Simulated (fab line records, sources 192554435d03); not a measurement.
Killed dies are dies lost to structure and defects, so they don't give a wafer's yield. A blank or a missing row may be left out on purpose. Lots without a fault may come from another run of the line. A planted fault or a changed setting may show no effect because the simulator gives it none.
A struck lot beside a sound one | flow n5_finfet | 45 steps out of a route of 1938
Sound: wafers L948.3, L948.4, L948.5. Struck: wafers L954.2, L954.6. The cause comes at the end.
At each step with rows: each side's tool, then ch and its chambers, then its first start. Under that, the readings that differ: sound wafers | struck wafers | difference of the means | sigmas: that difference in standard deviations of wafers without a fault.
alike: readings whose means differ by less than 2 such deviations, and words and numbers that are the same on both sides. not compared: withheld readings, readings that some wafer has no value for, bounds like >300 that may hide the same value, and numbers for which the record gives no deviation and whose values overlap.
The two part at a step that has a row with sigmas, a row that says differs or no value, or rows on one side only. Numbers that don't overlap but have no deviation are shown without sigmas and don't part them. A reading that every wafer of one side lacks parts them only if that side has two wafers or more.

first, 11 steps without rows for these wafers: N5_BEOL_M2_DESCUM_33 (chemistry O2, time 7 s); N5_BEOL_M2_ETCH_77 (etches underlayer in N2/H2, target depth 6.5 nm, time 5.2 s); N5_BEOL_M2_ETCH_69 (etches SiARC in CF4, target depth 15.6 nm, time 26 s); N5_BEOL_M2_ALD_98 (deposits SiO2, target thk 2.5 nm, pulse time 1 s, co reactant pulse time 1 s); N5_BEOL_M2_ETCHBACK_99 (etches SiO2 in CHF3, target depth 5 nm, time 10.4 s); N5_BEOL_M2_ETCH_70 (etches SOC in N2/H2, target depth 80 nm, overetch 24 nm, time 130 s); N5_BEOL_M2_STRIP_71 (strips in N2/H2); N5_BEOL_M2_STRIP_78 (strips in N2/H2); N5_BEOL_M2_VIA_ETCH_34 (etches the open film in C4F6/O2, target depth 69.4 nm, time 65.9 s); N5_BEOL_M2_STRIP_83 (strips in C4F6/O2); N5_BEOL_M2_STRIP_36 (strips in N2/H2).
N5_BEOL_M2_TRENCH_ETCH_37: etches SiOC in C4F6/O2, target depth 55.555 nm, time 29.2 s.
  sound on rie_diel-05 ch 2,3, day 8 04:00; struck on rie_diel-05 ch 2, day 9 13:03
  reading                             | sound             | struck      | difference | sigmas
  model.BEOL_M2.feature_depth_nm (nm) | 54.8 55.6 55      | 46.2 46.2   | -8.9       |
  model.etch.depth_nm (nm)            | 54.75 55.65 54.94 | 46.21 46.18 | -8.92      |
  alike: drypump_motor_current_A, oes_product_au, rf_vpp_V, showerhead_plenum_p_Torr, throttle_valve_pct
  not compared: rf_hours_counter_h, model.TiN_of_BEOL_M2_HM_DEP_02.thk_nm
then, 2 steps without rows for these wafers: N5_BEOL_M2_ETCH_41 (etches SiCN in CH3F/O2, target depth 29.9 nm, time 52.5 s); N5_BEOL_M2_STRIP_97 (strips in N2/H2, time 10 s).
N5_BEOL_M2_OCD_MEAS_38:
  sound on ocd-01, day 8 04:12; struck on ocd-02, day 9 13:13
  reading              | sound          | struck    | difference | sigmas
  trench_depth_nm (nm) | 54.7 55.9 55.3 | 46.3 45.9 | -9.2       | -13
then, 25 steps without rows for these wafers: N5_BEOL_M2_HM_STRIP_39 (strips TiN in peroxide tin strip, target depth 25 nm, time 158 s); N5_BEOL_M2_SRD_40 (time 30 s); N5_BEOL_M2_PRECLEAN_42 (cleans in residue remover, time 60 s); N5_BEOL_M2_SRD_43 (time 30 s); N5_BEOL_M2_DEGAS_44 (time 60 s); N5_BEOL_M2_PRE_CLEAN_45 (time 30 s); N5_BEOL_M2_ALD_84 (deposits TaN, pulse time 2 s, purge time 3 s, co reactant purge time 2 s); N5_BEOL_M2_SURFACE_TREAT_85; N5_BEOL_M2_CVD_47 (deposits Co from CCTBA/H2, target thk 3 nm, time 223.8 s); N5_BEOL_M2_SPUTTER_48 (material Cu, target thk 4.5 nm, time 8.29 s); N5_BEOL_M2_ANNEAL_49 (time 240 s); N5_BEOL_M2_SPUTTER_79 (material Cu, target thk 4.5 nm, time 8.29 s); N5_BEOL_M2_ANNEAL_80 (time 240 s); N5_BEOL_M2_SPUTTER_81 (material Cu, target thk 4.5 nm, time 8.29 s); N5_BEOL_M2_ANNEAL_82 (time 240 s); N5_BEOL_M2_SPUTTER_86 (material Cu, target thk 4.5 nm, time 8.29 s); N5_BEOL_M2_ANNEAL_87 (time 240 s); N5_BEOL_M2_SPUTTER_88 (material Cu, target thk 4.5 nm, time 8.29 s); N5_BEOL_M2_ANNEAL_89 (time 240 s); N5_BEOL_M2_SPUTTER_90 (material Cu, target thk 4.5 nm, time 8.29 s); N5_BEOL_M2_ANNEAL_91 (time 240 s); N5_BEOL_M2_SPUTTER_92 (material Cu, target thk 4.5 nm, time 8.29 s); N5_BEOL_M2_ANNEAL_93 (time 240 s); N5_BEOL_M2_SPUTTER_94 (material Cu, target thk 4.5 nm, time 8.29 s); N5_BEOL_M2_ANNEAL_95 (time 240 s).
N5_BEOL_M2_CMP_52: polishes, stops on SiOC, t overpolish 6.8 s, target thk 40 nm.
  sound on cmp-01 ch 1,3, day 8 07:19; struck on cmp-04 ch 0,3, day 9 16:44
  reading                                | sound      | struck | difference | sigmas
  model.Cu_of_BEOL_M2_ECD_50.thk_nm (nm) | 39.8 40 39 | 31 31  | -9         |
  alike: barrier_field_endpoint_s, motor_current_A, overpolish_run_s, time_to_endpoint_s
N5_BEOL_M2_THK_MEAS_53: measures by xrf.
  sound on film_metro-02, day 8 07:36; struck on film_metro-02, day 9 16:59
  reading     | sound          | struck    | difference | sigmas
  M2_THK (nm) | 40.0 40.1 39.2 | 31.1 30.9 | -8.8       | -8
N5_BEOL_M2_RS_MEAS_58: measures by four-point-probe.
  sound on film_metro-01, day 8 07:53; struck on film_metro-01, day 9 17:16
  reading        | sound             | struck      | difference | sigmas
  M2_RS (ohm/sq) | 0.674 0.668 0.689 | 0.932 0.934 | +0.256     | +11
N5_BEOL_M4_RC_MEAS_101:
  sound on prober-02 ch 0, day 9 04:53; struck on prober-02 ch 0, day 10 12:18
  reading                   | sound       | struck  | difference | sigmas
  SERP_M2 (ohm/um)          | 207 185 199 | 275 262 | +72        | +6
  SERP_M2_max_site (ohm/um) | 223 197 213 | 292 277 | +74        | +6
  alike: DIBL_N, DIBL_P, IOFF_N, IOFF_P, ION_N, ION_P, SS_N, SS_P, VT_N, VT_P
-- the record jumps here: 4 days lie between the struck wafers' starts before and after (it left off in module BEOL_M4 and takes up again in module PASSIVATION, whose first step shown is number 1936 of the route) --
N5_PASSIVATION_PROBE_49:
  sound on prober-01, day 13 02:52; struck on prober-02, day 14 16:08
  reading             | sound    | struck | difference | sigmas
  killed_at_front_end | 23 25 24 | 56 52  | +30        | +3
  alike: defect_limited_yield, killed_at_M0_to_M3, killed_at_M4_up, killed_at_contacts, killed_at_other, killed_dies, killed_open, killed_short, sort_bin_5_function, sort_bin_6_memory, sort_n_pass
  not compared: sort_bin_8_speed

WHERE THEY PART
First at N5_BEOL_M2_OCD_MEAS_38; last, within this record, at N5_PASSIVATION_PROBE_49.

WHY: what the simulator had put in
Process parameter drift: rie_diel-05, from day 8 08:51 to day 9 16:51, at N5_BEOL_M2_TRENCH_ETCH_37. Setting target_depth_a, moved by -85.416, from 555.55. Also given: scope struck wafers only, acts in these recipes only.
